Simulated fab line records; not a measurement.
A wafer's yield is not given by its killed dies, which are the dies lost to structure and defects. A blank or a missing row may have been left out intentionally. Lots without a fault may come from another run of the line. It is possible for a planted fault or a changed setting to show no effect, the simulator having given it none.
The tool behind it: which one? -- flow n5 finfet -- 33 wafers from 11 lots sampled at 4 of the route's 1938 steps

== WHAT EACH GAUGE READ, for each wafer ==
N5_STI_FIN_REVEAL_FIN_H_MEAS_10.
lot,measured,on,trench depth nm (nm)
L724,day 3 03:10,ocd-01,50.7 51.2 51.3
L725,day 3 07:23,ocd-02,50.7 51.0 51.6
L729,day 4 08:40,ocd-01,51.8 50.9 51.0
L730,day 4 13:04,ocd-01,51.2 50.8 51.5
L732,day 5 02:20,ocd-02,52.2 52.0 42.1
L733,day 5 08:22,ocd-01,51.6 43.4 43.3
L734,day 5 14:41,ocd-02,41.9 49.5 52.6
L740,day 7 00:37,ocd-02,51.6 51.1 52.1
L741,day 7 07:05,ocd-01,52.9 53.0 52.8
L744,day 8 01:45,ocd-01,52.5 51.1 51.6
L745,day 8 06:45,ocd-02,52.1 52.2 52.4

== WHAT TOOL EACH LOT RAN ON (gives the tool, then ch and the chambers of the sampled wafers, and finally the start) ==
lot,N5_FIN_CUT_CUT_ETCH_27,N5_STI_FIN_REVEAL_DENSIFY_30,N5_STI_FIN_REVEAL_RECESS_09
L724,"rie diel-05 ch 0,1,3, day 2 16:45","rtp anneal-02 ch 0, day 2 23:56","vapor etch-01 ch 0,1, day 3 00:59"
L725,"rie diel-05 ch 1,3, day 2 21:45","rtp anneal-02 ch 0, day 3 03:41","vapor etch-02 ch 0,1, day 3 04:09"
L729,"rie diel-02 ch 0,1,2, day 3 23:11","rtp anneal-02 ch 0, day 4 05:35","vapor etch-01 ch 0,1, day 4 06:29"
L730,"rie diel-02 ch 0,1,2, day 4 03:56","rtp anneal-02 ch 0, day 4 09:53","vapor etch-01 ch 0,1, day 4 10:21"
L732,"rie diel-02 ch 0,3, day 4 16:35","rtp anneal-01 ch 0, day 4 23:16","vapor etch-01 ch 0,1, day 5 00:10"
L733,"rie diel-06 ch 0,1, day 4 22:18","rtp anneal-02 ch 0, day 5 05:11","vapor etch-01 ch 0,1, day 5 05:40"
L734,"rie diel-02 ch 2,3, day 5 05:33","rtp anneal-02 ch 0, day 5 11:29","vapor etch-01 ch 0,1, day 5 11:58"
L740,"rie diel-02 ch 1,2,3, day 6 15:32","rtp anneal-01 ch 0, day 6 21:25","vapor etch-02 ch 0,1, day 6 21:55"
L741,"rie diel-06 ch 1,2,3, day 6 21:44","rtp anneal-02 ch 0, day 7 03:44","vapor etch-02 ch 0,1, day 7 04:19"
L744,"rie diel-05 ch 1,3, day 7 16:11","rtp anneal-01 ch 0, day 7 22:20","vapor etch-01 ch 0,1, day 7 22:52"
L745,"rie diel-05 ch 1,2,3, day 7 21:32","rtp anneal-01 ch 0, day 8 03:35","vapor etch-01 ch 0,1, day 8 04:02"
- N5_FIN_CUT_CUT_ETCH_27: etches SiO2 in CHF3/O2, target depth 4 nm, overetch 2 nm, time 4.9 s.
- N5_STI_FIN_REVEAL_DENSIFY_30
- N5_STI_FIN_REVEAL_RECESS_09: chemistry HF/NH3, target SiO2, afs cycles 11, target depth 42.5 nm, sublimation time 60 s.

== THE ANSWER, worked out from the rows above alone ==
Rule: what is usual is taken from the lots themselves. Put in order of their means at a reading, lots are off if they are a third of the lots or fewer, leave a main group of 4 or more, and stand apart from it by a gap of 3 or more times the standard deviation of the main group's means; of several such gaps the widest counts. Not used: any main group whose means are identical at the precision the tables above print for the reading. Also off: a lot with no number at a reading for which 4 or more lots have one. Where the step has rows for the other lots, those lots are counted as sound.
Off: L732, L733, L734 (N5_STI_FIN_REVEAL_FIN_H_MEAS_10, trench depth nm). Main group: mean 51.6 nm, sd 0.61.
If a tool, at a process step before that reading, ran all the lots that are off and no sound lot after the first of them, it fits. Gauges at N5_STI_FIN_REVEAL_FIN_H_MEAS_10: tried the same way as those tools. None of those tried fits.

== WHAT THE SIMULATOR PUT IN ==
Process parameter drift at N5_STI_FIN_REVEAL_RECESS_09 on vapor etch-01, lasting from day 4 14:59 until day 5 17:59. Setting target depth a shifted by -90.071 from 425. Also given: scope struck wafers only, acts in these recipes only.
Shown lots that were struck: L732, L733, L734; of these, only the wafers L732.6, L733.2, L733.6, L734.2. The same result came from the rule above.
